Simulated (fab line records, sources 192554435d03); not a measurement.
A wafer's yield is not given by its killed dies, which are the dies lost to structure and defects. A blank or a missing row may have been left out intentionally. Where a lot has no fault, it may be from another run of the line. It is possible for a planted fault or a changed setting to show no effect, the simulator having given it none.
A lot that was struck, set against a sound lot + flow n5 finfet + 22 steps out of a route of 1938
Sound: wafers L167.1, L167.3, L167.4. Wafers L177.1, L177.4, L177.5 were the ones struck. The cause is named last.
Order at every step that has rows: each side's tool, ch and its chambers, its first start. Under that, the readings that differ: sound wafers + struck wafers + difference of the means + sigmas: that difference in standard deviations of wafers without a fault.
alike: a reading whose means differ by less than 2 such deviations, as well as words and numbers matching on both sides. not compared: withheld readings; readings where some wafer has no value; bounds like >300 that might hide an equal value; numbers whose values overlap and for which the record gives no deviation.
The two part at a step that has a row with sigmas, a row that says differs or no value, or rows on one side only. Numbers that don't overlap but have no deviation are shown without sigmas and don't part them. Lack of a reading on every wafer of one side parts them only where that side has two or more wafers.

first, 7 steps without rows for these wafers: N5_BEOL_M2_COAT_73 (time 60 s, resist thk 5 nm); N5_BEOL_M2_COAT_05 (resist thk 30 nm); N5_BEOL_M2_EBR_07; N5_BEOL_M2_SOFTBAKE_06 (time 60 s); N5_BEOL_M2_EXPOSE_08 (exposes mask M2); N5_BEOL_M2_PEB_09 (peb time 60 s); N5_BEOL_M2_DEVELOP_10 (develop time 30 s).
N5_BEOL_M2_CD_MEAS_11: target cd 16.79 nm.
  sound on cd sem-01 ch 0, day 7 05:20; struck on cd sem-02 ch 0, day 9 14:06
  alike: cd nm
N5_BEOL_M2_OVL_MEAS_12:
  sound on overlay-01 ch 0, day 7 05:22; struck on overlay-01 ch 0, day 9 14:08
| reading     | sound       | struck         | difference | sigmas |
|-------------|-------------|----------------|------------|--------|
| M2_OVL (nm) | 0.3 0.6 1.3 | -1.8 -0.6 -1.3 | -2.0       | -2     |
N5_BEOL_M2_INSPECT_13: inspects for defects (brightfield).
  struck on defect inspect-01, day 9 14:11; sound on defect inspect-02, day 7 05:25
  alike: raw defect count
N5_BEOL_M2_DESCUM_16: chemistry O2, time 7 s.
  sound on rie diel-06 ch 0,2,3, day 7 05:28; struck on rie diel-06 ch 1,2,3, day 9 14:13
  alike: drypump motor current A, oes product au, rf vpp V, showerhead plenum p Torr, throttle valve pct
  not compared: rf hours counter h
N5_BEOL_M2_ETCH_74: etches underlayer in N2/H2, target depth 6.5 nm, time 5.2 s.
  sound on rie diel-06 ch 0,2,3, day 7 05:29; struck on rie diel-06 ch 1,2,3, day 9 14:16
  alike: bias w, chamber pressure mTorr, drypump motor current A, etch rf on time s, h2 flow sccm, oes product au, rf vpp V, showerhead plenum p Torr, throttle valve pct
  not compared: rf hours counter h
N5_BEOL_M2_ETCH_63: etches SiARC in CF4, target depth 15.6 nm, time 26 s.
  sound on rie diel-06 ch 0,2,3, day 7 05:31; struck on rie diel-06 ch 1,2,3, day 9 14:16
  no value came back on the struck wafers for any of 8 readings (bias w (W), cf4 flow sccm (sccm) and others); on the sound wafers bias w (W) reads 35.97 35.81 36.00
  not compared: rf hours counter h
N5_BEOL_M2_ETCH_64: etches SOC in N2/H2, target depth 75 nm, overetch 22.5 nm, time 121.9 s.
  sound on rie diel-06 ch 0,2,3, day 7 05:32; struck on rie diel-06 ch 1,2,3, day 9 14:18
| reading               | sound          | struck         | difference | sigmas |
|-----------------------|----------------|----------------|------------|--------|
| oes product au (a.u.) | 0.51 0.53 0.55 | 0.27 0.27 0.26 | -0.26      | -5     |
  alike: bias w, chamber pressure mTorr, drypump motor current A, h2 flow sccm, rf vpp V, showerhead plenum p Torr, throttle valve pct
  not compared: rf hours counter h
then, 2 steps without rows for these wafers: N5_BEOL_M2_STRIP_65 (strips in N2/H2); N5_BEOL_M2_STRIP_75 (strips in N2/H2).
N5_BEOL_M2_STRIP_66: strips in CF4.
  sound on rie diel-06 ch 0,2,3, day 7 05:40; struck on rie diel-06 ch 1,2,3, day 9 14:26
  alike: cf4 flow sccm, drypump motor current A, oes product au, power w, rf vpp V, showerhead plenum p Torr, throttle valve pct
  not compared: rf hours counter h
N5_BEOL_M2_HM_OPEN_17: chemistry Cl2/BCl3, target TiN, target depth 20 nm, overetch 6 nm.
  sound on rie metal-02 ch 0,1, day 7 05:43; struck on rie metal-03 ch 0,1, day 9 14:29
| reading               | sound          | struck         | difference | sigmas |
|-----------------------|----------------|----------------|------------|--------|
| oes product au (a.u.) | 0.67 0.55 0.68 | 0.34 0.26 0.26 | -0.35      | -4     |
  alike: drypump motor current A, throttle valve pct
  not compared: rf hours counter h
N5_BEOL_M2_STRIP_19: strips in O2.
  sound on rie diel-06 ch 2,3, day 7 05:49; struck on rie diel-02 ch 1,3, day 9 14:35
| reading                         | sound          | struck         | difference | sigmas |
|---------------------------------|----------------|----------------|------------|--------|
| showerhead plenum p Torr (Torr) | 2.00 2.06 2.06 | 2.19 2.23 2.23 | +0.18      | +2     |
  alike: drypump motor current A, oes product au, rf vpp V, throttle valve pct
  not compared: rf hours counter h
N5_BEOL_M2_CD_MEAS_18: pitch 36 nm, target cd 18 nm.
  struck on cd sem-03, day 9 14:40; sound on cd sem-02, day 7 05:53
| reading    | sound          | struck | difference                    | sigmas |
|------------|----------------|--------|-------------------------------|--------|
| cd nm (nm) | 19.0 18.6 18.3 | - - -  | no value on the struck wafers |        |
then, 1 step without rows for these wafers: N5_BEOL_M2_COAT_67 (time 60 s, resist thk 60 nm).
N5_BEOL_M4_RC_MEAS_101:
  the record has rows for the sound wafers here (prober-01 ch 0, day 8 11:53) and none for the struck ones

WHERE THEY PART
At N5_BEOL_M2_OVL_MEAS_12 first; at N5_BEOL_M4_RC_MEAS_101 last (within this record only).

WHY: whatever the simulator had introduced
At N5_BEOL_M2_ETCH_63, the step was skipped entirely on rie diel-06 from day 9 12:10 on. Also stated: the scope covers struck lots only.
